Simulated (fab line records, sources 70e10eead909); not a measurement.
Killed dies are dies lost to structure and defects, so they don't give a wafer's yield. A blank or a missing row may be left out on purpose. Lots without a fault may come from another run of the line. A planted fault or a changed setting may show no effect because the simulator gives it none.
Which tool did it? | flow nand_harc | 7 lots, 21 wafers sampled, at 2 steps of a route of 1302

WHAT THE GAUGES READ, wafer by wafer
NHARC_P_GATE_CD_MEAS_59: target cd 720 nm.
lot  | measured     | on        | cd_nm (nm)
L671 | day 6 12:15  | cd_sem-02 | 719.0 716.4 716.0
L675 | day 8 11:27  | cd_sem-02 | 719.6 721.2 714.5
L678 | day 9 17:27  | cd_sem-01 | 721.6 715.3 717.9
L685 | day 12 14:47 | cd_sem-01 | 716.0 723.7 718.9
L687 | day 13 09:08 | cd_sem-03 | 721.7 720.4 721.3
L689 | day 13 23:50 | cd_sem-02 | 720.2 720.2 719.9
L692 | day 15 08:32 | cd_sem-02 | 722.4 721.4 722.7

WHICH TOOL RAN EACH LOT (tool, then ch and the chambers of the sampled wafers, then the start)
lot  | NHARC_P_GATE_DESCUM_48
L671 | rie_diel-07 ch 1,2, day 6 10:48
L675 | rie_diel-07 ch 1,2, day 8 09:53
L678 | rie_diel-10 ch 0,1,3, day 9 15:52
L685 | rie_diel-10 ch 0,2, day 12 13:12
L687 | rie_diel-10 ch 1,2, day 13 07:32
L689 | rie_diel-10 ch 0,2,3, day 13 22:14
L692 | rie_diel-07 ch 0,2,3, day 15 06:57
- NHARC_P_GATE_DESCUM_48: chemistry O2, time 3 s.

THE ANSWER, worked out from the rows above alone
Rule: what is usual is taken from the lots themselves. Put in order of their means at a reading, lots are off if they are a third of the lots or fewer, leave a main group of 4 or more, and stand apart from it by a gap of 3 or more times the standard deviation of the main group's means; of several such gaps the widest counts. A main group whose means are all the same, to the digits that the tables above print for the reading, isn't used. A lot without any number at a reading at which 4 lots or more have one is off too. The other lots that the step has rows for count as sound.
No lot is off at any reading shown: from this, nothing can be told.

WHAT THE SIMULATOR HAD PUT IN
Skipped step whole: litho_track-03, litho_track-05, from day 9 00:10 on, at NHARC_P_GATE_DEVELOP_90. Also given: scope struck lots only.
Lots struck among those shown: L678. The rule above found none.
